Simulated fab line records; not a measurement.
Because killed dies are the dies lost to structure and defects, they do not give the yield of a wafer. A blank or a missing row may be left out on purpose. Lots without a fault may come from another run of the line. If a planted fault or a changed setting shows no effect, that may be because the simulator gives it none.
What tool caused it?	flow nand-harc	Sampling: 6 lots, 18 wafers, 5 of 1302 route steps

WHAT THE GAUGES SHOWED, per wafer
NHARC_END_SORT_01.
lot	measured	on	killed-at-array
L138	day 27 10:49	prober-02	58 59 58
L142	day 29 01:26	prober-01	36

WHAT TOOL EACH LOT RAN ON (gives the tool, then ch and the chambers of the sampled wafers, and finally the start)
lot	NHARC_A_SGD_CUT_DEP_00	NHARC_A_SGD_CUT_CMP_21	NHARC_A_SGD_CUT_ETCHBACK_24	NHARC_A_SGD_CUT_STRIP_28
L132	pecvd-01 ch 0,1, day 19 15:51	cmp-01 ch 0,2,3, day 19 23:40	rie-diel-04 ch 0,2,3, day 20 00:10	rie-diel-04 ch 0,1,3, no start
L138	pecvd-04 ch 0,2, day 22 03:53	cmp-03 ch 0,3, day 22 11:07	rie-diel-04 ch 0,2, day 22 11:37	rie-diel-04 ch 1,2, day 22 11:46
L139	pecvd-03 ch 1,2, day 22 22:24	cmp-01 ch 0,1,2, day 23 05:19	rie-diel-06 ch 0,3, day 23 05:45	rie-diel-06 ch 0,2,3, no start
L142	pecvd-01 ch 0,2, day 23 17:16	cmp-03 ch 1,2, day 24 00:51	rie-diel-04 ch 1,2,3, day 24 01:18	rie-diel-04 ch 1,2,3, day 29 01:26 or earlier
L154	pecvd-03 ch 0,1,2, day 28 10:11	cmp-03 ch 0,3, day 28 17:38	rie-diel-04 ch 0,3, day 28 18:08	rie-diel-04 ch 0,1,2, no start
L152	pecvd-01 ch 0,1,2, day 28 11:28	cmp-03 ch 0,1,3, day 28 17:52	rie-diel-04 ch 0,1,2, day 28 18:19	rie-diel-04 ch 2,3, no start
- NHARC_A_SGD_CUT_DEP_00: deposits SiNx, target thk 50 nm.
- NHARC_A_SGD_CUT_CMP_21: polishes, target thk 148.19 nm.
- NHARC_A_SGD_CUT_ETCHBACK_24: etches the open film in CH3F/O2, target depth 50 nm, time 92.857 s.
- NHARC_A_SGD_CUT_STRIP_28: strips in O2, time 20 s.

THE ANSWER, worked out from the rows above alone
Rule: the usual values come from the lots themselves. The widest of any qualifying gaps counts: lots, ordered by their means at a reading, are off when they make up no more than a third of the lots, leave a main group of 4 or more, and stand apart from it by 3 or more times the standard deviation of that group's means. If all means in a main group match to the digits the tables above print for the reading, that group is not used. A lot without any number at a reading at which 4 lots or more have one is off too. All remaining lots with rows at the step are treated as sound.
No lot is off at any reading shown: from this, nothing can be told.

WHAT THE SIMULATOR HAD PUT IN
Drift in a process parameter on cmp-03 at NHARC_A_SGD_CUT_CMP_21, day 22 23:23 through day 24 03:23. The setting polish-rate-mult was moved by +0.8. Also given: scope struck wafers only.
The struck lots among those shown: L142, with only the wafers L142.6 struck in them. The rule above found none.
